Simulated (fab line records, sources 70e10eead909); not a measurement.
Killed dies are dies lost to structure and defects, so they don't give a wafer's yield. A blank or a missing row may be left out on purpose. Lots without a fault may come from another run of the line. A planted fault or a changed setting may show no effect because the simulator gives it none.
Which tool did it? | flow nand_harc | 12 lots, 36 wafers sampled, at 6 steps of a route of 1302

WHAT THE GAUGES READ, wafer by wafer
NHARC_P_M1_INSPECT_27.
lot  | measured     | on                | raw_defect_count
L075 | day 6 17:23  | defect_inspect-02 | 214 218 290
L077 | day 7 20:46  | defect_inspect-02 | 175 245 174
L079 | day 8 19:07  | defect_inspect-02 | 563 163 178
L081 | day 9 13:01  | defect_inspect-02 | 424 422 605
L083 | day 10 09:23 | defect_inspect-01 | 241 327 324
L085 | day 11 08:29 | defect_inspect-01 | 202 168 224
L087 | day 12 06:02 | defect_inspect-01 | 148 189 283
L090 | day 12 21:05 | defect_inspect-02 | 462 241 250
L091 | day 13 13:41 | defect_inspect-01 | 320 167 310
L093 | day 14 01:20 | defect_inspect-02 | 327 363 403
L095 | day 14 20:10 | defect_inspect-02 | 389 297 243
L097 | day 15 21:13 | defect_inspect-02 | 231 284 255

WHICH TOOL RAN EACH LOT (tool, then ch and the chambers of the sampled wafers, then the start)
lot  | NHARC_P_GATE_STRIP_76                | NHARC_P_GATE_DESCUM_93             | NHARC_P_GATE_RTA_80              | NHARC_P_CONTACT_ETCH_31                       | NHARC_P_M0_DEP_32
L075 | plasma_asher-02 ch 0,1, day 6 00:40  | rie_diel-06 ch 1,2,3, day 6 01:43  | rtp_anneal-01 ch 0, day 6 04:01  | rie_diel-01 ch 0,1, day 6 13:14 or earlier    | pecvd-04 ch 0,1,2, day 6 13:14
L077 | plasma_asher-02 ch 0,1, day 7 04:02  | rie_diel-07 ch 1,2,3, day 7 05:08  | rtp_anneal-01 ch 0, day 7 07:38  | rie_diel-04 ch 1,2,3, day 7 16:50 or earlier  | pecvd-04 ch 0,1,2, day 7 16:50
L079 | plasma_asher-02 ch 0,1, day 8 02:30  | rie_diel-10 ch 0,1,3, day 8 03:36  | rtp_anneal-02 ch 0, day 8 05:51  | rie_diel-01 ch 1,2,3, day 8 15:11 or earlier  | pecvd-04 ch 0,2, day 8 15:11
L081 | plasma_asher-02 ch 0,1, day 8 20:29  | rie_diel-06 ch 1,2, day 8 21:34    | rtp_anneal-02 ch 0, day 8 23:49  | rie_diel-12 ch 0,2, day 9 09:01 or earlier    | pecvd-03 ch 0,1,2, day 9 09:01
L083 | plasma_asher-01 ch 0,1, day 9 16:31  | rie_diel-06 ch 0,2,3, day 9 17:37  | rtp_anneal-02 ch 0, day 9 19:50  | rie_diel-04 ch 0,2,3, day 10 05:22 or earlier | pecvd-03 ch 0,1,2, day 10 05:22
L085 | plasma_asher-02 ch 0,1, day 10 14:32 | rie_diel-07 ch 0,1,2, day 10 15:37 | rtp_anneal-02 ch 0, day 10 17:52 | rie_diel-04 ch 1,3, day 11 03:12 or earlier   | pecvd-03 ch 0,1, day 11 03:12
L087 | plasma_asher-01 ch 0,1, day 11 13:20 | rie_diel-06 ch 0,2,3, day 11 14:23 | rtp_anneal-01 ch 0, day 11 16:49 | rie_diel-01 ch 1,2,3, day 12 02:09 or earlier | pecvd-04 ch 0,1, day 12 02:09
L090 | plasma_asher-02 ch 0,1, day 12 03:18 | rie_diel-10 ch 0,3, day 12 04:14   | rtp_anneal-02 ch 0, day 12 06:33 | rie_diel-04 ch 1,2, day 12 16:41 or earlier   | pecvd-03 ch 0,2, day 12 16:41
L091 | plasma_asher-01 ch 0,1, day 12 20:46 | rie_diel-06 ch 0,1,2, day 12 21:44 | rtp_anneal-01 ch 0, day 13 00:08 | rie_diel-12 ch 0,1,3, day 13 09:14 or earlier | pecvd-01 ch 1,2, day 13 09:14
L093 | plasma_asher-02 ch 0,1, day 13 08:46 | rie_diel-06 ch 0,1,3, day 13 09:53 | rtp_anneal-01 ch 0, day 13 12:07 | rie_diel-12 ch 0,1, day 13 21:22 or earlier   | pecvd-01 ch 0,1, day 13 21:22
L095 | plasma_asher-01 ch 0, day 14 03:48   | rie_diel-06 ch 0,1,2, day 14 04:46 | rtp_anneal-01 ch 0, day 14 07:02 | rie_diel-04 ch 1,3, day 14 16:08 or earlier   | pecvd-04 ch 0,1,2, day 14 16:08
L097 | plasma_asher-01 ch 0,1, day 15 04:28 | rie_diel-06 ch 0,1,2, day 15 05:26 | rtp_anneal-02 ch 0, day 15 07:43 | rie_diel-04 ch 0,1,2, day 15 17:12 or earlier | pecvd-04 ch 0,2, day 15 17:12
- NHARC_P_GATE_STRIP_76: strips in O2.
- NHARC_P_GATE_DESCUM_93: chemistry O2, time 3 s.
- NHARC_P_GATE_RTA_80: time 30 s.
- NHARC_P_CONTACT_ETCH_31: etches the open film in CH3F/O2, target depth 30 nm, time 85.7 s.
- NHARC_P_M0_DEP_32: deposits SiCN, target thk 30 nm.

THE ANSWER, worked out from the rows above alone
Rule: what is usual is taken from the lots themselves. Put in order of their means at a reading, lots are off if they are a third of the lots or fewer, leave a main group of 4 or more, and stand apart from it by a gap of 3 or more times the standard deviation of the main group's means; of several such gaps the widest counts. A main group whose means are all the same, to the digits that the tables above print for the reading, isn't used. A lot without any number at a reading at which 4 lots or more have one is off too. The other lots that the step has rows for count as sound.
No lot is off at any reading shown: from this, nothing can be told.

WHAT THE SIMULATOR HAD PUT IN
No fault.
